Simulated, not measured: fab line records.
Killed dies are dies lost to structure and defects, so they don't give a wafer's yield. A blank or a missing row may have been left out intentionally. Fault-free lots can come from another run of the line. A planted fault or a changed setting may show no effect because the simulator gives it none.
fab line records    flow n5_finfet
record lots=9  wafers=25  last_day=17
route steps=1938 shown BEOL_M5@1153 PASSIVATION@1936
lots with no fault: from the same line, run without faults
start_h: hours from the record's opening day to when the first of the lot's shown wafers began    wait_h: hours from the lot's prior step to this one    " identical to the entry in the row above    L1.1+2: a row that stands for several wafers    - no value present, or no start provided    * or withheld: withheld    < > ~ a bound
route shown NAME@n: names a module that has steps shown in the file, with the first one's number in the route    usual: mean/standard deviation of fault-free wafers    same: alike in all rows    chamber/n: place in a boat    sites: readings site by site    _std_site: standard deviation across them    _edge_site: outer sites' mean less inner sites'    radius_mm: for every site, how far away it sits from the centre of the wafer    mask NAME#n: copy n    behind: tool/chamber where the wafer was last shaped    hold: reason for holding the lot/hours on hold/outcome of the hold    device: whichever transistor did not switch (one of n, p or np)    end of line: the same wafers' tests at the end of the route    step lacking rows: just its recipe    killed: dies lost to structure and defects at the first sort, not the wafer's yield    map: the dies of a wafer, with x for killed, . for not killed, _ for no die there
set.NAME: the run value of the setting; set.NAME@STEP: its run value at that earlier step    model.NAME: the simulator's own value behind a step, which no gauge read
route steps across a sampled set of lots; one table per step, one row per wafer
services: when a tool's chamber went out of use (start_h, in hours from the record's first day, below 0 if earlier), for how many hours, and the reason
## steps
# step N5_BEOL_M5_ETCH_67
# recipe chemistry=CF4  target=SiARC  target_depth_a=156  mask_material=CAR-EUV  time_s=26  ion_energy_ev=80  pressure_mtorr=40  source_w=545  bias_w=36  Ar_flow_sccm=100  cf4_flow_sccm=100  ends=cleared
# usual cf4_flow_sccm=100.03/0.3  drypump_motor_current_A=5.9/0.37  etch_rf_on_time_s=25.8/1.1  oes_product_au=0.67/0.07  rf_fwd_power_W=532.8/2.3  rf_vpp_V=183.5/1.3  showerhead_plenum_p_Torr=2.11/0.086  throttle_valve_pct=15.6/0.33
lot.wafer  tool         chamber  start_h  wait_h  cf4_flow_sccm  drypump_motor_current_A  etch_rf_on_time_s  oes_product_au  rf_fwd_power_W  rf_hours_counter_h  rf_vpp_V  showerhead_plenum_p_Torr  throttle_valve_pct
L888.1     rie_diel-05  0        185.72   0.0     100.18         5.5                      24.4               0.77            533.1           60                  182.3     2.10                      15.3
L888.4     "            3        "        "       100.46         6.0                      27.9               0.64            532.0           152                 185.1     2.24                      16.0
L888.6     "            2        "        "       100.33         6.0                      26.3               0.65            533.4           -                   181.4     1.97                      15.3
L887.2     rie_diel-06  1        197.23   0.0     99.88          5.8                      26.5               0.61            537.5           221                 183.3     2.04                      16.0
L887.5     "            3        "        "       100.28         6.5                      24.9               0.82            532.4           -                   182.5     2.10                      15.0
L887.6     "            2        "        "       100.22         5.6                      25.9               0.64            529.0           -                   185.2     2.24                      15.5
L892.2     rie_diel-06  2        211.84   0.0     99.78          5.6                      26.3               0.63            531.3           159                 185.5     2.24                      15.5
L892.4     "            1        "        "       99.68          5.8                      26.1               0.61            534.0           224                 181.5     2.04                      15.9
L892.5     "            0        "        "       100.10         6.3                      26.8               0.72            532.1           -                   184.4     2.15                      15.5
L894.1     rie_diel-06  2        224.59   0.0     100.19         5.6                      26.4               0.63            533.1           161                 185.7     2.24                      15.5
L894.4     "            0        "        "       100.50         6.3                      26.9               0.73            532.5           59                  183.0     2.15                      15.5
L894.5     "            2        "        "       100.35         5.6                      26.6               0.63            531.6           -                   183.7     2.24                      15.5
L893.1     rie_diel-06  1        230.71   0.0     99.63          5.7                      26.4               0.59            535.9           230                 183.3     2.04                      16.0
L893.4     "            2        "        "       99.93          5.6                      26.7               0.63            533.3           164                 185.2     2.24                      15.5
L893.5     "            3        "        "       100.02         6.5                      25.0               0.79            534.1           -                   182.4     2.09                      15.0
L896.1     rie_diel-02  3        234.84   0.0     99.44          6.2                      25.0               0.71            536.8           90                  185.0     2.09                      15.5
L896.2     "            1        "        "       99.90          6.0                      24.5               0.60            534.0           214                 181.9     2.03                      15.7
L896.5     "            1        "        "       100.01         6.0                      24.5               0.61            531.9           -                   182.3     2.03                      15.7
L905.2     rie_diel-05  3        297.21   0.0     100.16         6.0                      28.0               0.61            532.2           186                 183.2     2.23                      16.1
L905.3     "            2        "        "       99.85          6.0                      26.1               0.62            531.6           170                 182.2     1.96                      15.4
L907.3     rie_diel-06  3        301.02   0.0     100.11         6.4                      24.7               0.76            532.5           51                  185.2     2.08                      15.1
L907.6     "            3        "        "       100.02         6.5                      24.8               0.76            534.1           -                   183.9     2.08                      15.1
L909.1     rie_diel-06  0        319.37   0.0     100.57         6.3                      26.7               0.70            528.2           94                  184.3     2.14                      15.6
L909.2     "            1        "        "       100.25         5.7                      25.4               0.84            537.0           5                   186.8     2.28                      15.5
L909.3     "            2        "        "       99.43          5.6                      26.5               0.61            529.3           190                 186.2     2.23                      15.6
# step N5_BEOL_M5_TRENCH_ETCH_37
# recipe chemistry=C4F6/O2  target_depth_a=716.52  target=SiCOH_lowk  time_s=24.7  ion_energy_ev=250  pressure_mtorr=30  source_w=345  bias_w=185  Ar_flow_sccm=300  C4F6_flow_sccm=10  O2_flow_sccm=10
# usual O2_flow_sccm=10.00/0.031  drypump_motor_current_A=5.9/0.37  oes_ar_750_au=0.79/0.081  oes_product_au=0.78/0.08  rf_fwd_power_W=340.4/1.6  rf_vpp_V=657/16  showerhead_plenum_p_Torr=2.80/0.11  throttle_valve_pct=20.9/0.34
lot.wafer  tool         chamber  start_h  wait_h  O2_flow_sccm  drypump_motor_current_A  oes_ar_750_au  oes_product_au  rf_fwd_power_W  rf_hours_counter_h  rf_vpp_V  showerhead_plenum_p_Torr  throttle_valve_pct
L888.1     rie_diel-05  0        185.93   -       10.03         5.5                      0.90           0.91            340.6           60                  662       2.79                      20.6
L888.4     "            3        "        "       10.03         5.9                      0.75           0.76            337.2           152                 702       2.98                      21.4
L888.6     "            2        "        "       10.02         6.0                      0.78           0.77            338.1           -                   651       2.63                      20.6
L887.2     rie_diel-06  1        197.45   -       10.00         5.8                      0.71           0.71            342.2           221                 662       2.71                      21.2
L887.5     "            3        "        "       10.01         6.5                      0.96           0.94            340.8           -                   647       2.79                      20.4
L887.6     "            2        "        "       9.95          5.6                      0.74           0.75            340.8           -                   663       2.98                      20.8
L892.2     rie_diel-06  2        212.05   -       10.03         5.6                      0.73           0.73            339.1           159                 662       2.98                      20.8
L892.4     "            1        "        "       10.04         5.7                      0.71           0.70            341.5           224                 663       2.71                      21.2
L892.5     "            0        "        "       9.99          6.3                      0.87           0.85            338.8           -                   649       2.86                      20.8
L894.1     rie_diel-06  2        224.81   -       10.05         5.6                      0.73           0.75            341.1           162                 662       2.98                      20.8
L894.4     "            0        "        "       10.02         6.3                      0.86           0.85            341.3           59                  648       2.86                      20.8
L894.5     "            2        "        "       10.01         5.6                      0.74           0.74            338.8           -                   663       2.98                      20.8
L893.1     rie_diel-06  1        230.92   -       10.01         5.7                      0.70           0.70            342.6           230                 662       2.71                      21.3
L893.4     "            2        "        "       10.06         5.6                      0.73           0.73            340.3           164                 661       2.97                      20.8
L893.5     "            3        "        "       10.01         6.4                      0.93           0.91            341.1           -                   647       2.79                      20.4
L896.1     rie_diel-02  3        235.05   -       9.98          6.2                      0.82           0.83            343.1           91                  669       2.78                      20.8
L896.2     "            1        "        "       10.02         6.0                      0.71           0.70            339.9           215                 645       2.68                      20.8
L896.5     "            1        "        "       9.94          6.0                      0.71           0.69            341.2           -                   645       2.68                      20.8
L905.2     rie_diel-05  3        297.42   -       10.01         5.9                      0.73           0.73            339.7           186                 701       2.97                      21.4
L905.3     "            2        "        "       10.00         6.0                      0.75           0.73            339.6           171                 650       2.62                      20.6
L907.3     rie_diel-06  3        301.24   -       9.99          6.5                      0.88           0.87            342.4           51                  647       2.78                      20.4
L907.6     "            3        "        "       10.01         6.5                      0.88           1.05            340.2           -                   647       2.78                      20.5
L909.1     rie_diel-06  0        319.58   -       10.04         6.3                      0.82           0.81            338.5           95                  648       2.84                      20.8
L909.2     "            1        "        "       9.98          5.7                      0.97           1.18            341.6           5                   673       3.03                      20.9
L909.3     "            2        "        "       9.97          5.6                      0.71           0.71            339.9           190                 662       2.96                      20.8
# step N5_BEOL_M5_ETCH_41
# recipe chemistry=CH3F/O2  target=SiCN  target_depth_a=315  taper_deg=2  time_s=56.7  ion_energy_ev=120  mask_material=TiN  pressure_mtorr=30  source_w=395  bias_w=75  Ar_flow_sccm=150  CH3F_flow_sccm=30  O2_flow_sccm=20
# usual O2_flow_sccm=20.00/0.062  drypump_motor_current_A=5.9/0.37  oes_product_au=0.78/0.079  rf_fwd_power_W=391.7/1.4  rf_vpp_V=296.7/1.8  showerhead_plenum_p_Torr=1.97/0.081  throttle_valve_pct=16.3/0.33
lot.wafer  tool         chamber  start_h  wait_h  O2_flow_sccm  drypump_motor_current_A  oes_product_au  rf_fwd_power_W  rf_hours_counter_h  rf_vpp_V  showerhead_plenum_p_Torr  throttle_valve_pct
L888.1     rie_diel-05  0        -        -       19.97         5.5                      0.89            392.0           60                  296.6     1.95                      15.9
L888.4     "            3        "        "       19.95         5.9                      0.76            390.7           152                 300.1     2.10                      16.7
L888.6     "            2        "        "       19.97         6.0                      0.76            390.6           -                   294.7     1.84                      16.0
L887.2     rie_diel-06  1        -        -       20.08         5.7                      0.70            393.2           221                 295.9     1.90                      16.6
L887.5     "            3        "        "       19.90         6.4                      0.93            393.2           -                   296.1     1.96                      15.7
L887.6     "            2        "        "       20.04         5.6                      0.74            392.7           -                   300.2     2.09                      16.2
L892.2     rie_diel-06  2        -        -       19.98         5.6                      0.74            392.3           159                 298.1     2.09                      16.2
L892.4     "            1        "        "       20.04         5.8                      0.71            393.3           224                 294.6     1.90                      16.7
L892.5     "            0        "        "       19.94         6.3                      0.85            390.4           -                   298.6     2.02                      16.2
L894.1     rie_diel-06  2        -        -       20.16         5.6                      0.73            391.0           162                 299.0     2.09                      16.2
L894.4     "            0        "        "       20.09         6.3                      0.85            390.4           59                  298.4     2.01                      16.2
L894.5     "            2        "        "       20.09         5.6                      0.73            390.2           -                   299.8     2.09                      16.2
L893.1     rie_diel-06  1        -        -       19.98         5.7                      0.70            392.8           230                 295.5     1.89                      16.7
L893.4     "            2        "        "       19.93         5.6                      0.73            391.5           164                 299.6     2.09                      16.2
L893.5     "            3        "        "       20.12         6.4                      0.91            392.2           -                   295.0     1.96                      15.7
L896.1     rie_diel-02  3        -        -       19.98         6.2                      0.83            389.9           91                  295.7     1.95                      16.2
L896.2     "            1        "        "       19.91         6.0                      0.69            394.0           215                 295.7     1.88                      16.3
L896.5     "            1        "        "       19.94         6.0                      0.69            393.9           -                   293.8     1.88                      16.3
L905.2     rie_diel-05  3        -        -       19.94         6.0                      0.73            390.9           186                 298.2     2.09                      16.8
L905.3     "            2        "        "       19.83         6.0                      0.73            390.0           171                 294.6     1.83                      16.1
L907.3     rie_diel-06  3        -        -       19.97         6.5                      0.88            391.2           51                  298.4     1.95                      15.8
L907.6     "            3        "        "       20.07         6.5                      0.87            392.9           -                   297.2     1.95                      15.8
L909.1     rie_diel-06  0        -        -       19.94         6.3                      0.82            392.0           95                  297.4     2.00                      16.3
L909.2     "            1        "        "       20.01         5.8                      0.98            393.6           5                   300.4     2.14                      16.2
L909.3     "            2        "        "       20.02         5.6                      0.70            390.9           190                 300.2     2.08                      16.2
# step N5_BEOL_M5_OCD_MEAS_38
# usual trench_depth_nm=71.5/2
lot.wafer  tool    chamber  start_h  wait_h  trench_depth_nm
L888.1     ocd-02  -        186.09   -       75.7
L888.4     "       -        "        "       69.6
L888.6     "       -        "        "       71.6
L887.2     ocd-01  -        197.60   -       71.0
L887.5     "       -        "        "       72.5
L887.6     "       -        "        "       71.7
L892.2     ocd-02  -        212.21   -       69.7
L892.4     "       -        "        "       70.3
L892.5     "       -        "        "       68.5
L894.1     ocd-02  -        224.96   -       72.1
L894.4     "       -        "        "       70.0
L894.5     "       -        "        "       71.5
L893.1     ocd-02  -        231.08   -       70.1
L893.4     "       -        "        "       69.9
L893.5     "       -        "        "       72.1
L896.1     ocd-02  -        235.20   -       73.8
L896.2     "       -        "        "       72.9
L896.5     "       -        "        "       72.6
L905.2     ocd-02  -        297.57   -       69.1
L905.3     "       -        "        "       70.9
L907.3     ocd-02  -        301.40   -       72.5
L907.6     "       -        "        "       95.8
L909.1     ocd-02  -        319.73   -       68.5
L909.2     "       -        "        "       96.4
L909.3     "       -        "        "       69.9
# step N5_BEOL_M5_PRE_CLEAN_45
# recipe gas=H2/He  time_s=30  temp_c=250
# usual heater_power_w=326/35
lot.wafer  tool            chamber  start_h  wait_h  heater_power_w
L888.1     pvd_sputter-03  -        186.97   0.0     402
L888.4     "               -        "        "       372
L888.6     "               -        "        "       373
L887.2     pvd_sputter-02  -        198.28   0.0     348
L887.5     "               -        "        "       328
L887.6     "               -        "        "       346
L892.2     pvd_sputter-01  -        214.75   0.0     299
L892.4     "               -        "        "       287
L892.5     "               -        "        "       298
L894.1     pvd_sputter-02  -        225.97   0.0     293
L894.4     "               -        "        "       335
L894.5     "               -        "        "       317
L893.1     pvd_sputter-02  -        232.53   0.0     345
L893.4     "               -        "        "       317
L893.5     "               -        "        "       339
L896.1     pvd_sputter-02  -        236.23   0.0     290
L896.2     "               -        "        "       320
L896.5     "               -        "        "       287
L905.2     pvd_sputter-03  -        298.75   0.0     327
L905.3     "               -        "        "       377
L907.3     pvd_sputter-02  -        302.56   0.0     323
L907.6     "               -        "        "       338
L909.1     pvd_sputter-01  -        321.96   0.0     302
L909.2     "               -        "        "       290
L909.3     "               -        "        "       372
# step N5_BEOL_M5_THK_MEAS_53
# recipe thk_meas_gauge=xrf  reads=Cu_of_BEOL_M5_ECD_50
# usual M5_THK=63.0/2.6
lot.wafer  tool           chamber  start_h  wait_h  M5_THK[nm]
L888.1     film_metro-02  -        193.04   -       67.6
L888.4     "              -        "        "       60.3
L888.6     "              -        "        "       63.5
L887.2     film_metro-01  -        204.17   -       61.0
L887.5     "              -        "        "       65.2
L887.6     "              -        "        "       60.9
L892.2     film_metro-01  -        220.60   -       63.5
L892.4     "              -        "        "       61.4
L892.5     "              -        "        "       61.8
L894.1     film_metro-02  -        231.81   -       64.8
L894.4     "              -        "        "       62.6
L894.5     "              -        "        "       64.5
L893.1     film_metro-01  -        238.53   -       62.7
L893.4     "              -        "        "       61.8
L893.5     "              -        "        "       63.4
L896.1     film_metro-02  -        241.93   -       68.6
L896.2     "              -        "        "       70.0
L896.5     "              -        "        "       67.3
L905.2     film_metro-02  -        304.62   -       57.5
L905.3     "              -        "        "       61.5
L907.3     film_metro-02  -        308.50   -       63.7
L907.6     "              -        "        "       85.7
L909.1     film_metro-01  -        327.72   -       60.0
L909.2     "              -        "        "       85.9
L909.3     "              -        "        "       61.1
# step N5_BEOL_M5_RS_MEAS_57
# recipe thk_meas_gauge=four-point-probe  reads=Co_of_BEOL_M5_CO_CAP_78+Cu_of_BEOL_M5_ECD_50+Co_of_BEOL_M5_CVD_47+TaN_of_BEOL_M5_ALD_86
# usual M5_RS=0.389/0.019
lot.wafer  tool           chamber  start_h  wait_h  M5_RS[ohm/sq]
L888.1     film_metro-01  -        193.41   0.1     0.357
L888.4     "              -        "        "       0.407
L888.6     "              -        "        "       0.386
L887.2     film_metro-01  -        204.48   0.1     0.406
L887.5     "              -        "        "       0.373
L887.6     "              -        "        "       0.405
L892.2     film_metro-01  -        220.86   0.1     0.381
L892.4     "              -        "        "       0.395
L892.5     "              -        "        "       0.391
L894.1     film_metro-01  -        232.10   0.1     0.379
L894.4     "              -        "        "       0.395
L894.5     "              -        "        "       0.381
L893.1     film_metro-01  -        238.82   0.1     0.391
L893.4     "              -        "        "       0.396
L893.5     "              -        "        "       0.385
L896.1     film_metro-01  -        242.22   0.1     0.349
L896.2     "              -        "        "       0.343
L896.5     "              -        "        "       0.359
L905.2     film_metro-02  -        304.89   0.1     0.437
L905.3     "              -        "        "       0.403
L907.3     film_metro-02  -        308.76   0.1     0.377
L907.6     "              -        "        "       0.265
L909.1     film_metro-02  -        327.98   0.0     0.413
L909.2     "              -        "        "       0.270
L909.3     "              -        "        "       0.404
# step N5_PASSIVATION_PROBE_49
# usual defect_limited_yield=91.1/1.4  killed_at_M0_to_M3=36/9.9  killed_at_M4_up=13/5.8  killed_at_contacts=14/5.9  killed_at_front_end=39/11  killed_at_other=3.4/2.9  killed_dies=105/17  killed_open=70/13  killed_short=34/7.3  sort_bin_5_function=5.3/1  sort_bin_6_memory=3.3/0.62  sort_n_pass=1075/17  sort_yield_pct=91.1/1.4
# same gross_dies=1180  killed_at_back_side=0  sort_bin_4_leakage[%]=0  sort_bin_8_speed[%]=0
lot.wafer  tool       chamber  start_h  wait_h  defect_limited_yield[%]  killed_at_M0_to_M3  killed_at_M4_up  killed_at_contacts  killed_at_front_end  killed_at_other  killed_dies  killed_open  killed_short  sort_bin_5_function[%]  sort_bin_6_memory[%]  sort_n_pass  sort_yield_pct[%]
L896.1     prober-02  -        333.56   0.4     93.0                     31                  14               7                   28                   3                83           57           23            4.6                     2.2                   1097         93.0
L896.2     prober-02  -        333.61   0.4     92.8                     28                  17               15                  22                   3                85           55           30            4.2                     2.7                   1095         92.8
L896.5     prober-02  -        333.76   0.6     91.5                     24                  25               14                  37                   0                100          74           25            5.0                     3.1                   1080         91.5
# killed by level:class
L896.1 BEOL_M3:geometric_particle:open=12 BEOL_M4:geometric_particle:open=8 BEOL_M2:geometric_particle:open=8 STI_FIN_REVEAL:geometric_particle:open=7 MOL_CONTACT_COAG:geometric_particle:open=4 BEOL_M0_SAQP:geometric_particle:open=4 GATE_CUT:geometric_particle:short=3 MOL_CONTACT_COAG:geometric_particle:short=3
L896.2 MOL_CONTACT_COAG:geometric_particle:open=13 BEOL_M0_SAQP:geometric_particle:short=11 BEOL_M4:geometric_particle:open=11 BEOL_M0_SAQP:geometric_particle:open=8 GATE_CUT:geometric_particle:short=4 FIN_SAQP:geometric_particle:short=3 GATE_CUT:geometric_particle:open=3 BEOL_M3:geometric_particle:open=3
L896.5 BEOL_M4:geometric_particle:open=12 MOL_CONTACT_COAG:geometric_particle:open=11 BEOL_M2:geometric_particle:open=9 STI_FIN_REVEAL:geometric_particle:open=7 DUMMY_GATE:geometric_particle:open=7 FIN_SAQP:geometric_particle:short=5 BEOL_M1:geometric_particle:open=5 FIN_SAQP:geometric_particle:open=4
## services
tool            chamber  start_h  hours  kind
pvd_sputter-01  -        163.99   2.8    repair
rie_diel-02     3        192.97   4.2    repair
rie_diel-02     2        230.43   75.0   repair
rie_diel-02     -        257.21   15.6   pm
rie_diel-05     0        261.54   19.9   repair
rie_diel-06     2        264.89   6.7    repair
rie_diel-02     0        278.05   4.4    repair
rie_diel-06     1        287.76   -      clean
rie_diel-06     1        287.76   -      consumable_replace:focus_ring
rie_diel-06     1        287.76   -      consumable_replace:showerhead
rie_diel-06     1        287.76   16.5   scheduled_down
rie_diel-06     1        287.76   16.5   vent_cycle
rie_diel-05     -        298.29   4.3    pm
rie_diel-06     2        307.35   1.8    repair
rie_diel-06     2        309.34   9.4    repair
## key
first_sign step=N5_BEOL_M5_TRENCH_ETCH_37  reading=oes_product_au  direction=up  sigmas=4.1  usual=0.78  struck=1.11
effect step=N5_BEOL_M5_OCD_MEAS_38  reading=trench_depth_nm  direction=up  sigmas=12  usual=71.5  struck=96.1
effect step=N5_BEOL_M5_THK_MEAS_53  reading=M5_THK  direction=up  sigmas=8.6  usual=63.0  struck=85.8
effect step=N5_BEOL_M5_RS_MEAS_57  reading=M5_RS  direction=down  sigmas=6.2  usual=0.389  struck=0.268
met_at N5_BEOL_M5_TRENCH_ETCH_37
struck_lots L907,L909
struck_wafers L907.6,L909.2
not_acting_at N5_BEOL_M5_ETCH_67,N5_BEOL_M5_ETCH_41,N5_BEOL_M5_PRE_CLEAN_45
onset_between 230.92 301.24
fault kind=process_parameter_drift  tool=rie_diel-06  chamber=-  onset_h=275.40  steps=N5_BEOL_M5_TRENCH_ETCH_37  channel=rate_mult  offset=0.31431  shape=step  end_h=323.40  scope=struck_wafers_only
